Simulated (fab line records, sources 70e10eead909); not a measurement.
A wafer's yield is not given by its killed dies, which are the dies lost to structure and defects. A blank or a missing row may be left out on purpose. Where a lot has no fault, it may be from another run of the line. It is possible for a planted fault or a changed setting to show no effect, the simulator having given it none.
fab line records ; flow nand_harc
[record] lots = 14; wafers = 42; last_day = 33
route steps=1302 shown P_BONDPAD@370
lots that met no fault: taken from a fault-free run of the same line
start_h: hours from the record's first day to the start of the lot's first wafer shown ; wait_h: hours from the lot's prior step to this one ; " unchanged from the row above ; L1.1+2: a single row standing in for several wafers ; - no value, or no start given ; * or withheld: withheld ; < > ~ a bound
route shown NAME@n: a module of which the file shows steps, and the number in the route of the first ; usual: mean/standard deviation of fault-free wafers ; same: alike in all rows ; chamber/n: place in a boat ; sites: the reading at each site ; _std_site: standard deviation across them ; _edge_site: inner sites' mean taken away from outer sites' mean ; radius_mm: for every site, how far away it sits from the centre of the wafer ; mask NAME#n: copy n ; behind: tool/chamber where the wafer was last shaped ; hold: cause of the lot's hold/its duration in hours/its outcome ; device: transistor that didn't switch, given as n, p or np ; end of line: tests of these same wafers at the route's end ; a step given without rows: its recipe and nothing more ; killed: dies that structure and defects cost at the first sort, which is not the same as the wafer's yield ; map: a wafer's dies, x killed, . not, _ none there
set.NAME: the setting that was run; set.NAME@STEP: the one run at that earlier step ; model.NAME: the simulator's own value behind a step, which no gauge read
a sample of lots followed through the steps of the route, with each step as a table and each wafer as a row
services: when a tool's chamber went out of use (start_h, in hours from the record's first day, below 0 if earlier), for how many hours, and the reason
[[steps]]
[step NHARC_P_BONDPAD_CD_MEAS_13]
[usual] cd_nm = 498.5/2.4
lot.wafer;tool;chamber;start_h;wait_h;cd_nm
L658.2;cd_sem-01;-;131.67;-;500.7
L658.3;cd_sem-01;-;131.67;-;494.8
L658.6;cd_sem-01;-;131.67;-;500.2
L660.1;cd_sem-01;-;156.34;-;498.3
L660.5;cd_sem-01;-;156.34;-;494.0
L660.6;cd_sem-01;-;156.34;-;500.8
L662.1;cd_sem-03;-;185.41;-;499.9
L662.3;cd_sem-03;-;185.41;-;496.1
L662.5;cd_sem-03;-;185.41;-;499.1
L664.1;cd_sem-03;-;203.37;-;497.1
L664.2;cd_sem-03;-;203.37;-;502.1
L664.5;cd_sem-03;-;203.37;-;498.4
L665.1;cd_sem-03;-;214.51;-;501.0
L665.4;cd_sem-03;-;214.51;-;499.3
L665.6;cd_sem-03;-;214.51;-;499.3
L666.1;cd_sem-01;-;214.82;-;497.4
L666.3;cd_sem-01;-;214.82;-;497.5
L666.6;cd_sem-01;-;214.82;-;499.6
L669.3;cd_sem-02;-;248.16;-;501.5
L669.4;cd_sem-02;-;248.16;-;501.4
L669.5;cd_sem-02;-;248.16;-;501.2
L675.1;cd_sem-03;-;304.87;-;499.3
L675.3;cd_sem-03;-;304.87;-;498.0
L675.4;cd_sem-03;-;304.87;-;497.0
L676.2;cd_sem-02;-;321.23;-;499.5
L676.3;cd_sem-02;-;321.23;-;496.7
L676.4;cd_sem-02;-;321.23;-;497.8
L677.2;cd_sem-03;-;321.58;-;498.6
L677.4;cd_sem-03;-;321.58;-;495.2
L677.6;cd_sem-03;-;321.58;-;497.8
L678.1;cd_sem-03;-;335.32;-;500.9
L678.4;cd_sem-03;-;335.32;-;502.5
L678.6;cd_sem-03;-;335.32;-;498.1
L679.2;cd_sem-03;-;354.87;-;493.8
L679.5;cd_sem-03;-;354.87;-;499.5
L679.6;cd_sem-03;-;354.87;-;500.4
L680.1;cd_sem-03;-;366.27;-;496.9
L680.3;cd_sem-03;-;366.27;-;500.0
L680.6;cd_sem-03;-;366.27;-;500.5
L681.1;cd_sem-03;-;369.29;-;499.0
L681.2;cd_sem-03;-;369.29;-;496.0
L681.3;cd_sem-03;-;369.29;-;496.5
[step NHARC_P_BONDPAD_ETCH_24]
[recipe] target_depth_a = 300; over_etch_frac = 0.3; time_s = 72.99; ion_energy_ev = 150; cf4_flow_sccm = 50; n2_flow_sccm = 100; ar_flow_sccm = 150; rf_w = 300; bias_w = 100; chemistry = CF4/N2
[usual] bias_w = 100.05/0.29; cf4_flow_sccm = 50.00/0.14; drypump_motor_current_A = 5.93/0.28; oes_product_au = 1.002/0.012; rf_vpp_V = 314.0/2.1; showerhead_plenum_p_Torr = 2.61/0.11; throttle_valve_pct = 19.796/0.0096
lot.wafer;tool;chamber;start_h;wait_h;bias_w;cf4_flow_sccm;drypump_motor_current_A;oes_product_au;rf_hours_counter_h;rf_vpp_V;showerhead_plenum_p_Torr;throttle_valve_pct
L658.3;rie_diel-10;1;131.90;-;100.28;49.96;6.51;1.004;2.4;311.9;2.45;19.786
L658.2;rie_diel-10;2;131.90;-;99.76;50.04;5.99;0.997;4.3;311.7;2.46;19.787
L658.6;rie_diel-10;0;131.90;-;99.66;49.91;5.93;1.008;-;311.7;2.59;19.786
L660.1;rie_diel-12;0;156.58;-;99.95;49.80;5.95;1.013;1.3;313.4;2.56;19.789
L660.5;rie_diel-12;2;156.58;-;100.21;50.04;5.87;0.999;-;314.7;2.74;19.798
L660.6;rie_diel-12;3;156.58;-;100.08;50.33;5.60;0.990;-;314.5;2.66;19.785
L662.3;rie_diel-05;0;185.63;-;100.15;49.90;5.98;0.985;6.2;315.2;2.69;19.789
L662.1;rie_diel-05;3;185.63;-;99.88;49.85;6.36;1.021;5.6;314.5;2.67;19.800
L662.5;rie_diel-05;1;185.63;-;100.60;49.96;5.93;1.013;-;315.9;2.75;19.797
L664.1;rie_diel-12;0;203.60;-;100.56;49.93;5.92;1.006;2.8;313.2;2.56;19.787
L664.2;rie_diel-12;1;203.60;-;100.10;50.00;5.82;0.998;2.3;317.4;2.78;19.792
L664.5;rie_diel-12;3;203.60;-;99.81;49.92;5.60;0.997;-;315.7;2.66;19.793
L665.4;rie_diel-12;2;214.75;-;-;-;-;-;-;-;-;-
L665.1;rie_diel-12;3;214.75;-;-;-;-;-;-;-;-;-
L665.6;rie_diel-12;1;214.75;-;-;-;-;-;-;-;-;-
L666.3;rie_diel-10;0;215.05;-;-;-;-;-;-;-;-;-
L666.1;rie_diel-10;1;215.05;-;-;-;-;-;-;-;-;-
L666.6;rie_diel-10;1;215.05;-;-;-;-;-;-;-;-;-
L669.3;rie_diel-05;1;248.39;-;100.49;50.24;5.94;1.006;0.3;316.9;2.75;19.792
L669.4;rie_diel-05;2;248.39;-;99.78;50.14;5.38;1.000;0.3;313.7;2.61;19.792
L669.5;rie_diel-05;1;248.39;-;100.22;50.10;5.94;1.019;-;315.1;2.75;19.794
L675.4;rie_diel-10;2;305.09;-;100.32;50.24;5.97;1.007;3.1;311.1;2.46;19.794
L675.3;rie_diel-10;0;305.09;-;99.90;49.99;5.96;1.002;2.2;313.0;2.58;19.800
L675.1;rie_diel-10;1;305.09;-;100.41;50.08;6.48;0.980;3.2;311.2;2.45;19.791
L676.4;rie_diel-12;0;321.46;-;99.87;50.14;5.94;1.000;1.8;312.4;2.56;19.790
L676.2;rie_diel-12;1;321.46;-;100.42;49.68;5.79;1.004;1.6;316.8;2.78;19.803
L676.3;rie_diel-12;2;321.46;-;99.65;50.00;5.91;1.029;1.2;315.4;2.74;19.798
L677.4;rie_diel-05;1;321.81;-;100.04;49.86;5.93;1.002;4.3;316.3;2.75;19.802
L677.2;rie_diel-05;3;321.81;-;100.02;50.12;6.35;1.000;4.5;314.0;2.67;19.784
L677.6;rie_diel-05;1;321.81;-;100.13;50.09;5.90;1.002;-;316.2;2.75;19.797
L678.1;rie_diel-12;0;335.56;-;100.36;49.86;5.92;0.991;2.0;312.8;2.56;19.825
L678.4;rie_diel-12;1;335.56;-;99.80;49.73;5.79;0.996;1.8;316.7;2.78;19.799
L678.6;rie_diel-12;3;335.56;-;100.03;50.09;5.60;1.004;-;315.9;2.66;19.795
L679.2;rie_diel-10;1;355.09;-;100.54;50.35;6.50;0.979;5.4;309.5;2.45;19.792
L679.5;rie_diel-10;1;355.09;-;100.50;50.28;6.49;0.985;-;310.1;2.45;19.779
L679.6;rie_diel-10;2;355.09;-;100.06;49.95;5.96;0.997;-;311.7;2.46;19.806
L680.3;rie_diel-10;0;366.51;-;100.10;50.03;5.91;1.004;5.8;315.0;2.58;19.800
L680.1;rie_diel-10;1;366.51;-;100.22;50.14;6.51;0.988;6.0;312.3;2.45;19.807
L680.6;rie_diel-10;3;366.51;-;100.03;49.75;6.06;0.987;-;311.7;2.46;19.790
L681.2;rie_diel-10;2;369.52;-;100.51;50.02;5.97;1.004;6.4;310.9;2.46;19.781
L681.3;rie_diel-10;3;369.52;-;100.27;49.83;6.04;0.997;6.8;310.6;2.46;19.792
L681.1;rie_diel-10;1;369.52;-;100.38;50.12;6.50;0.990;6.1;310.1;2.45;19.792
[step NHARC_P_BONDPAD_DEGAS_25]
[recipe] temp_c = 300; time_s = 60
[usual] heater_power_w = 464/40
lot.wafer;tool;chamber;start_h;wait_h;heater_power_w
L658.3;pvd_sputter-02;-;132.30;-;449
L658.2;pvd_sputter-02;-;132.30;-;474
L658.6;pvd_sputter-02;-;132.30;-;454
L660.1;pvd_sputter-01;-;156.97;-;441
L660.5;pvd_sputter-01;-;156.97;-;466
L660.6;pvd_sputter-01;-;156.97;-;425
L662.1;pvd_sputter-03;-;186.03;-;380
L662.3;pvd_sputter-03;-;186.03;-;475
L662.5;pvd_sputter-03;-;186.03;-;542
L664.1;pvd_sputter-03;-;203.99;-;474
L664.2;pvd_sputter-03;-;203.99;-;567
L664.5;pvd_sputter-03;-;203.99;-;480
L665.4;pvd_sputter-02;-;215.14;-;442
L665.1;pvd_sputter-02;-;215.14;-;458
L665.6;pvd_sputter-02;-;215.14;-;448
L666.1;pvd_sputter-03;-;215.47;-;459
L666.3;pvd_sputter-03;-;215.47;-;465
L666.6;pvd_sputter-03;-;215.47;-;553
L669.4;pvd_sputter-01;-;248.81;-;472
L669.3;pvd_sputter-01;-;248.81;-;440
L669.5;pvd_sputter-01;-;248.81;-;428
L675.3;pvd_sputter-02;-;305.49;-;464
L675.4;pvd_sputter-02;-;305.49;-;455
L675.1;pvd_sputter-02;-;305.49;-;495
L676.4;pvd_sputter-02;-;321.85;-;500
L676.2;pvd_sputter-02;-;321.85;-;466
L676.3;pvd_sputter-02;-;321.85;-;460
L677.2;pvd_sputter-02;-;322.20;-;450
L677.4;pvd_sputter-02;-;322.20;-;463
L677.6;pvd_sputter-02;-;322.20;-;442
L678.4;pvd_sputter-03;-;335.95;-;472
L678.1;pvd_sputter-03;-;335.95;-;374
L678.6;pvd_sputter-03;-;335.95;-;471
L679.2;pvd_sputter-02;-;355.51;-;448
L679.6;pvd_sputter-02;-;355.51;-;452
L679.5;pvd_sputter-02;-;355.51;-;493
L680.3;pvd_sputter-01;-;366.90;-;448
L680.1;pvd_sputter-01;-;366.90;-;445
L680.6;pvd_sputter-01;-;366.90;-;443
L681.3;pvd_sputter-01;-;369.92;-;516
L681.1;pvd_sputter-01;-;369.92;-;467
L681.2;pvd_sputter-01;-;369.92;-;451
[step NHARC_P_BONDPAD_ANNEAL_28]
[recipe] temp_c = 225; time_s = 90
[usual] wafer_temp_C_max = 225.78/0.23
lot.wafer;tool;chamber;start_h;wait_h;wafer_temp_C_max
L658.2;rtp_anneal-01;0;133.08;-;225.93
L658.3;rtp_anneal-01;0;133.08;-;225.96
L658.6;rtp_anneal-01;0;133.08;-;225.81
L660.1;rtp_anneal-01;0;157.71;0.3;225.79
L660.5;rtp_anneal-01;0;157.71;0.3;225.64
L660.6;rtp_anneal-01;0;157.71;0.3;226.12
L662.1;rtp_anneal-02;0;186.77;-;225.50
L662.3;rtp_anneal-02;0;186.77;-;225.69
L662.5;rtp_anneal-02;0;186.77;-;225.39
L664.1;rtp_anneal-02;0;204.73;0.3;225.80
L664.2;rtp_anneal-02;0;204.73;0.3;225.77
L664.5;rtp_anneal-02;0;204.73;0.3;225.60
L665.1;rtp_anneal-01;0;215.88;0.3;225.56
L665.4;rtp_anneal-01;0;215.88;0.3;225.55
L665.6;rtp_anneal-01;0;215.88;0.3;225.39
L666.1;rtp_anneal-02;0;216.20;-;225.61
L666.3;rtp_anneal-02;0;216.20;-;226.02
L666.6;rtp_anneal-02;0;216.20;-;225.51
L669.3;rtp_anneal-02;0;249.66;0.3;225.75
L669.4;rtp_anneal-02;0;249.66;0.3;225.35
L669.5;rtp_anneal-02;0;249.66;0.3;225.76
L675.1;rtp_anneal-01;0;306.23;-;226.00
L675.3;rtp_anneal-01;0;306.23;-;226.10
L675.4;rtp_anneal-01;0;306.23;-;225.89
L676.2;rtp_anneal-02;0;322.66;0.4;225.60
L676.3;rtp_anneal-02;0;322.66;0.4;225.61
L676.4;rtp_anneal-02;0;322.66;0.4;225.75
L677.2;rtp_anneal-02;0;323.02;-;225.73
L677.4;rtp_anneal-02;0;323.02;-;225.75
L677.6;rtp_anneal-02;0;323.02;-;225.72
L678.1;rtp_anneal-02;0;336.68;-;225.40
L678.4;rtp_anneal-02;0;336.68;-;225.56
L678.6;rtp_anneal-02;0;336.68;-;225.28
L679.2;rtp_anneal-02;0;356.28;0.3;225.73
L679.5;rtp_anneal-02;0;356.28;0.3;225.42
L679.6;rtp_anneal-02;0;356.28;0.3;225.88
L680.1;rtp_anneal-01;0;367.65;-;225.69
L680.3;rtp_anneal-01;0;367.65;-;225.76
L680.6;rtp_anneal-01;0;367.65;-;225.74
L681.1;rtp_anneal-01;0;370.66;0.3;226.12
L681.2;rtp_anneal-01;0;370.66;0.3;225.92
L681.3;rtp_anneal-01;0;370.66;0.3;226.27
[[services]]
tool;chamber;start_h;hours;kind
pvd_sputter-02;-;108.88;10.0;pm
rie_diel-12;1;139.26;4.8;repair
rie_diel-12;2;146.82;6.7;repair
rie_diel-12;1;159.29;3.9;repair
pvd_sputter-03;-;170.00;10.0;pm
pvd_sputter-01;-;172.94;7.0;repair
pvd_sputter-02;-;199.94;1.1;repair
rie_diel-12;0;208.82;1.9;repair
rie_diel-05;3;216.91;8.7;repair
pvd_sputter-01;-;226.00;10.0;pm
rie_diel-05;-;229.93;9.0;pm
rie_diel-10;-;242.50;9.0;pm
pvd_sputter-01;-;244.10;3.9;repair
rie_diel-12;3;264.07;2.9;repair
rie_diel-12;-;268.49;9.0;pm
rie_diel-10;-;276.55;0.3;repair
rie_diel-10;0;281.81;17.0;repair
pvd_sputter-02;-;286.88;10.0;pm
pvd_sputter-01;-;290.79;1.9;repair
rie_diel-12;-;299.90;0.9;repair
pvd_sputter-01;-;321.17;6.8;repair
rie_diel-12;1;345.71;34.8;repair
pvd_sputter-03;-;348.00;10.0;pm
rie_diel-05;1;359.38;5.8;repair
[[key]]
[first_sign] step = NHARC_P_BONDPAD_ETCH_24; reading = tool_record; direction = missing
effect none on later readings
met_at NHARC_P_BONDPAD_ETCH_24
struck_lots L665,L666
later_rows_left_out L665.1,L665.4,L665.6,L666.1,L666.3,L666.6
sort_left_out L665.1,L665.4,L665.6,L666.1,L666.3,L666.6
not_acting_at NHARC_P_BONDPAD_CD_MEAS_13,NHARC_P_BONDPAD_DEGAS_25,NHARC_P_BONDPAD_ANNEAL_28
onset_between 203.60 214.75
[fault] kind = skipped_step_whole; tool = rie_diel-10,rie_diel-12; chamber = -; onset_h = 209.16; steps = NHARC_P_BONDPAD_ETCH_24; scope = struck_lots_only
// sort_left_out: the simulated sort isn't trusted on such a fault, so these wafers' sort isn't shown, and their yield isn't known
// later_rows_left_out: the simulator's readings of these wafers behind a module that went badly wrong aren't trusted and aren't shown, but for the sort
